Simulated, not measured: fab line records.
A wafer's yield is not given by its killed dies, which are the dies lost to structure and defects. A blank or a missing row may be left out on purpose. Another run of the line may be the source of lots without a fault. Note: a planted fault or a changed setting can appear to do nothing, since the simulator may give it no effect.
Matching of chambers	flow n5Finfet	rieDiel-02 running N5_HKMG_FIN_DESCUM_53: 4 sister chambers
The step chemistry O2, time 7.9 s. 8 wafers are shown with their chamber, then 9 later ones without.

## EACH WAFER AND ITS CHAMBER
wafer	chamber	showerheadPlenumPTorr (Torr)	throttleValvePct (%)
L081.1	0	2.23	20.11
L081.6	0	2.23	20.11
L082.6	3	2.17	20.20
L086.1	2	2.06	20.56
L086.5	1	2.21	20.30
L089.1	1	2.20	20.30
L089.2	2	2.05	20.57
L089.5	3	2.17	20.22

## WAFERS WITH NO CHAMBER GIVEN
wafer	showerheadPlenumPTorr (Torr)	throttleValvePct (%)
L091.1	2.17	20.22
L091.2	2.05	20.56
L091.3	2.22	20.16
L091.4	2.20	20.34
L091.5	2.20	20.31
L091.6	2.05	20.58
L096.1	2.16	20.24
L096.2	2.22	20.15
L096.3	2.20	20.34

## THE CHAMBER EACH PASSED THROUGH
wafer	from the rows above	in truth
L091.1	3	3
L091.2	2	2
L091.3	0	0
L091.4	1	1
L091.5	1	1
L091.6	2	2
L096.1	3	3
L096.2	0	0
L096.3	1	1
Correct placement for 9 of the 9. From these rows, 0 cannot be placed. Placed wrongly: 0.
How it was worked out, from the rows above alone: a wafer's distance from a chamber is the root of the sum, over the readings, of the square of ((its reading less the chamber's mean) divided by the reading's scatter). The wafer belongs to the nearest chamber; if the next one is less than 2 further off, it can't be placed. The mean given for a chamber averages the wafers shown for that chamber. How the scatter is found: for the shown wafers, subtract from each reading the mean of its chamber, square and add these, divide the total by (wafers less chambers), then take the root.
